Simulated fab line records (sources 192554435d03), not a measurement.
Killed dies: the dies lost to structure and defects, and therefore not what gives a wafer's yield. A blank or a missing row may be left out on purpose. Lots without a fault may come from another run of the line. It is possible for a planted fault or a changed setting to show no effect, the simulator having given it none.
Chamber matching || flow n5-finfet || 3 sister chambers for N5_BEOL_M14_ILD_DEP_00 on pecvd-03
The step deposits SiO2 from TEOS/O2, target thk 1119.3 nm, time 237.4 s. 3 wafers are shown with their chamber, then 11 later ones without.

EACH WAFER AND ITS CHAMBER
{"wafer": "L091.3", "chamber": 0, "throttle-valve-pct (%)": 19.6}
{"wafer": "L092.1", "chamber": 2, "throttle-valve-pct (%)": 17.5}
{"wafer": "L094.1", "chamber": 1, "throttle-valve-pct (%)": 19.1}

WAFERS WITHOUT THEIR CHAMBER
{"wafer": "L094.5", "throttle-valve-pct (%)": 19.2}
{"wafer": "L094.6", "throttle-valve-pct (%)": 17.7}
{"wafer": "L096.3", "throttle-valve-pct (%)": 19.3}
{"wafer": "L096.4", "throttle-valve-pct (%)": 19.3}
{"wafer": "L096.6", "throttle-valve-pct (%)": 17.7}
{"wafer": "L082.1", "throttle-valve-pct (%)": 17.7}
{"wafer": "L082.3", "throttle-valve-pct (%)": 19.1}
{"wafer": "L082.6", "throttle-valve-pct (%)": 19.6}
{"wafer": "L093.1", "throttle-valve-pct (%)": 17.6}
{"wafer": "L093.4", "throttle-valve-pct (%)": 17.7}
{"wafer": "L093.5", "throttle-valve-pct (%)": 19.1}

WHICH CHAMBER EACH WENT THROUGH
{"wafer": "L094.5", "from the rows above": "can't be placed: 1 or 0", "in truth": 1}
{"wafer": "L094.6", "from the rows above": 2, "in truth": 2}
{"wafer": "L096.3", "from the rows above": "can't be placed: 1 or 0", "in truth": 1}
{"wafer": "L096.4", "from the rows above": "can't be placed: 1 or 0", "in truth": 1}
{"wafer": "L096.6", "from the rows above": 2, "in truth": 2}
{"wafer": "L082.1", "from the rows above": 2, "in truth": 2}
{"wafer": "L082.3", "from the rows above": 1, "in truth": 1}
{"wafer": "L082.6", "from the rows above": 0, "in truth": 0}
{"wafer": "L093.1", "from the rows above": 2, "in truth": 2}
{"wafer": "L093.4", "from the rows above": 2, "in truth": 2}
{"wafer": "L093.5", "from the rows above": 1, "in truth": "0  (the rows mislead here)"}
7 of 11 placed correctly. Cannot be placed on the basis of these rows: 3; the candidates contain the true chamber in 3. 1 placed wrongly.
How it was worked out, from the rows above alone: a wafer's distance from a chamber is the root of the sum, over the readings, of the square of ((its reading less the chamber's mean) divided by the reading's scatter). If the next closest chamber is less than 2 further off than the closest, the wafer can't be placed; otherwise it belongs to the closest. A chamber's mean is the mean of its shown wafers. The scatter: root of mean squared gap, hidden wafer to nearest shown wafer, with one shown wafer a chamber.
